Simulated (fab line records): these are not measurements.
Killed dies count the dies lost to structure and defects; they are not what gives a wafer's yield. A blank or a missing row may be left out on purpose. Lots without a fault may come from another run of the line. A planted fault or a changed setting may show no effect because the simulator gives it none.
Matching of chambers || flow n5Finfet || 4 sister chambers for N5_GATE_CUT_CMP_43 on cmp-01
The step polishes SiO2. 30 wafers are shown with their chamber, then 12 later ones without.

## WAFERS WITH THEIR CHAMBER
{"wafer": "L074.1", "chamber": 1, "motorCurrentA (A)": 10.5}
{"wafer": "L074.2", "chamber": 0, "motorCurrentA (A)": 12.0}
{"wafer": "L074.3", "chamber": 3, "motorCurrentA (A)": 10.6}
{"wafer": "L074.4", "chamber": 2, "motorCurrentA (A)": 12.1}
{"wafer": "L074.5", "chamber": 2, "motorCurrentA (A)": 11.8}
{"wafer": "L074.6", "chamber": 1, "motorCurrentA (A)": 11.0}
{"wafer": "L076.2", "chamber": 1, "motorCurrentA (A)": 10.1}
{"wafer": "L076.3", "chamber": 3, "motorCurrentA (A)": 10.9}
{"wafer": "L076.6", "chamber": 3, "motorCurrentA (A)": 10.9}
{"wafer": "L077.1", "chamber": 1, "motorCurrentA (A)": 10.8}
{"wafer": "L077.2", "chamber": 0, "motorCurrentA (A)": 12.4}
{"wafer": "L077.4", "chamber": 3, "motorCurrentA (A)": 10.5}
{"wafer": "L079.1", "chamber": 3, "motorCurrentA (A)": 10.9}
{"wafer": "L079.3", "chamber": 0, "motorCurrentA (A)": 12.2}
{"wafer": "L079.5", "chamber": 2, "motorCurrentA (A)": 11.1}
{"wafer": "L080.2", "chamber": 1, "motorCurrentA (A)": 10.9}
{"wafer": "L080.3", "chamber": 3, "motorCurrentA (A)": 10.3}
{"wafer": "L080.4", "chamber": 2, "motorCurrentA (A)": 11.6}
{"wafer": "L082.2", "chamber": 3, "motorCurrentA (A)": 11.0}
{"wafer": "L082.3", "chamber": 0, "motorCurrentA (A)": 12.8}
{"wafer": "L082.6", "chamber": 0, "motorCurrentA (A)": 11.9}
{"wafer": "L083.3", "chamber": 3, "motorCurrentA (A)": 10.3}
{"wafer": "L083.4", "chamber": 2, "motorCurrentA (A)": 10.9}
{"wafer": "L083.5", "chamber": 3, "motorCurrentA (A)": 10.9}
{"wafer": "L085.2", "chamber": 3, "motorCurrentA (A)": 10.8}
{"wafer": "L085.5", "chamber": 0, "motorCurrentA (A)": 12.0}
{"wafer": "L085.6", "chamber": 1, "motorCurrentA (A)": 11.2}
{"wafer": "L087.2", "chamber": 2, "motorCurrentA (A)": 11.5}
{"wafer": "L087.4", "chamber": 3, "motorCurrentA (A)": 10.9}
{"wafer": "L087.6", "chamber": 1, "motorCurrentA (A)": 10.6}

SIGNATURES, as means of the wafers listed above
{"reading": "motorCurrentA", "chamber 0": 12.217, "chamber 1": 10.729, "chamber 2": 11.500, "chamber 3": 10.727, "scatter within a chamber": 0.34}
Rule: a wafer lies at a distance from a chamber equal to the root of the sum of squares, over the readings, of (its reading less the chamber's mean, divided by the reading's scatter). The wafer belongs to the nearest chamber; if the next one is less than 2 further off, it can't be placed. The scatter: take each reading less its chamber's mean, square it, sum over the shown wafers, divide by the number of wafers less the number of chambers, and take the root.

## WAFERS WITH NO CHAMBER GIVEN
{"wafer": "L093.1", "motorCurrentA (A)": 10.1}
{"wafer": "L093.3", "motorCurrentA (A)": 11.7}
{"wafer": "L093.4", "motorCurrentA (A)": 10.6}
{"wafer": "L094.1", "motorCurrentA (A)": 10.9}
{"wafer": "L094.3", "motorCurrentA (A)": 11.2}
{"wafer": "L094.6", "motorCurrentA (A)": 10.7}
{"wafer": "L096.1", "motorCurrentA (A)": 11.5}
{"wafer": "L096.4", "motorCurrentA (A)": 10.6}
{"wafer": "L096.5", "motorCurrentA (A)": 12.1}
{"wafer": "L097.1", "motorCurrentA (A)": 11.3}
{"wafer": "L097.4", "motorCurrentA (A)": 12.5}
{"wafer": "L097.6", "motorCurrentA (A)": 11.5}

## WHICH CHAMBER EACH WENT THROUGH
{"wafer": "L093.1", "from the rows above": "can't be placed: 3 or 1", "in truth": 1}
{"wafer": "L093.3", "from the rows above": "can't be placed: 2 or 0", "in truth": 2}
{"wafer": "L093.4", "from the rows above": "can't be placed: 3 or 1", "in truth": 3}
{"wafer": "L094.1", "from the rows above": "can't be placed: 1 or 3 or 2", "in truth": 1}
{"wafer": "L094.3", "from the rows above": "can't be placed: 2 or 1 or 3", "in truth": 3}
{"wafer": "L094.6", "from the rows above": "can't be placed: 3 or 1", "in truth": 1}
{"wafer": "L096.1", "from the rows above": 2, "in truth": 2}
{"wafer": "L096.4", "from the rows above": "can't be placed: 3 or 1", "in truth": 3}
{"wafer": "L096.5", "from the rows above": "can't be placed: 0 or 2", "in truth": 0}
{"wafer": "L097.1", "from the rows above": "can't be placed: 2 or 1 or 3", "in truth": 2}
{"wafer": "L097.4", "from the rows above": 0, "in truth": 0}
{"wafer": "L097.6", "from the rows above": 2, "in truth": 2}
3 of 12 placed correctly. Can't be placed from these rows: 9 (the true chamber is among the candidates in 9). 0 placed wrongly.
